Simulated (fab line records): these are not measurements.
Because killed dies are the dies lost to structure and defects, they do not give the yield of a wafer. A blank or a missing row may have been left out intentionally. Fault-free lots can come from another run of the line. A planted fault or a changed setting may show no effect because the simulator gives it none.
A lot that was struck, set against a sound lot || flow nand harc || 15 steps out of a route of 1302
Sound: wafers L570.3, L570.4, L570.5. Struck: wafer L587.1. (L587.2, L587.3 of the same lot were not struck and are left out.) The cause comes at the end.
Each step with rows lists, per side, the tool, then ch with its chambers, then its first start. Under that, the readings that differ: sound wafers || struck wafers || difference of the means || sigmas: that difference in standard deviations of wafers without a fault.
alike: same words and numbers on both sides, and readings whose means sit less than 2 such deviations apart. not compared: any withheld reading, any reading some wafer has no value for, any bound like >300 that may hide the same value, and any number with overlapping values for which the record gives no deviation.
A row with sigmas, a row that says differs or no value, or rows on one side alone: a step with any of these is where the two part. When numbers do not overlap yet have no deviation, they are printed without sigmas and do not part them. Lack of a reading on every wafer of one side parts them only where that side has two or more wafers.

first, 3 steps without rows for these wafers: NHARC_A_CHANNEL_HOLE_D1_STRIP_41 (strips in N2/H2); NHARC_A_CHANNEL_HOLE_D1_STRIP_42 (strips in CF4/CHF3); NHARC_A_CHANNEL_HOLE_D1_STRIP_43 (strips in O2/COS).
NHARC_A_CHANNEL_HOLE_D1_ETCH_44: etches the open film in CF4/O2, target depth 140 nm, overetch 14 nm, time 77 s.
  sound on rie diel-03 ch 1,3, day 10 00:14; struck on rie diel-06 ch 0, day 16 20:03
  alike: drypump motor current A, oes product au, rf vpp V, showerhead plenum p Torr, throttle valve pct
  not compared: rf hours counter h
NHARC_A_CHANNEL_HOLE_D1_STRIP_27: strips in O2.
  sound on rie diel-03 ch 0,2,3; struck on rie diel-06 ch 3
{"reading": "drypump motor current A (A)", "sound": "6.1 6.1 6.2", "struck": 5.3, "difference": -0.8, "sigmas": -2}
  alike: oes product au, rf vpp V, showerhead plenum p Torr, throttle valve pct
  not compared: rf hours counter h
then, 2 steps without rows for these wafers: NHARC_A_CHANNEL_HOLE_D1_PRECLEAN_28 (cleans in SC1); NHARC_A_CHANNEL_HOLE_D1_SRD_29.
NHARC_A_CHANNEL_HOLE_D1_CD_MEAS_30:
  sound: cd sem-02 at day 10 01:02; struck: cd sem-02 at day 16 20:50
  alike: cd nm
NHARC_A_CHANNEL_HOLE_D1_XSEM_31:
  sound on xsem-01 ch 0, day 10 01:07; struck on xsem-02 ch 0, day 16 20:56
  alike: bot cd nm, bow nm, tilt deg
NHARC_A_CHANNEL_HOLE_D1_INSPECT_40:
  sound: defect inspect-02 at day 10 01:13; struck: defect inspect-02 at day 16 21:02
  alike: raw defect count
then, 2 steps without rows for these wafers: NHARC_A_CHANNEL_FILL_D1_PRECLEAN_00 (cleans in SC1); NHARC_A_CHANNEL_FILL_D1_SRD_01.
NHARC_A_CHANNEL_FILL_D1_ALD_02: deposits SiO2, target thk 6 nm, pulse time 10 s, ald cycles 60.
  sound on ald hk-02 ch 0,2,3, day 10 01:38; struck on ald hk-01 ch 3, day 16 21:14
{"reading": "ald cycles", "sound": "60 60 60", "struck": 71, "difference": "+11", "sigmas": ""}
  alike: heater power w, precursor pulse height rel
NHARC_A_CHANNEL_FILL_D1_ALD_03: deposits SiNx, target thk 6 nm, pulse time 60 s, ald cycles 58.
  sound on ald sin batch-01 ch 0; struck on ald sin batch-01 ch 0
  alike: precursor pulse height rel
  not compared: ald cycles
NHARC_END_SORT_01:
  the record has rows for the sound wafers here (prober-01 ch 0, day 25 12:35) and none for the struck ones

## WHERE THEY PART
Earliest at NHARC_A_CHANNEL_HOLE_D1_STRIP_27; latest, in this record, at NHARC_END_SORT_01.

WHY: the cause the simulator had injected
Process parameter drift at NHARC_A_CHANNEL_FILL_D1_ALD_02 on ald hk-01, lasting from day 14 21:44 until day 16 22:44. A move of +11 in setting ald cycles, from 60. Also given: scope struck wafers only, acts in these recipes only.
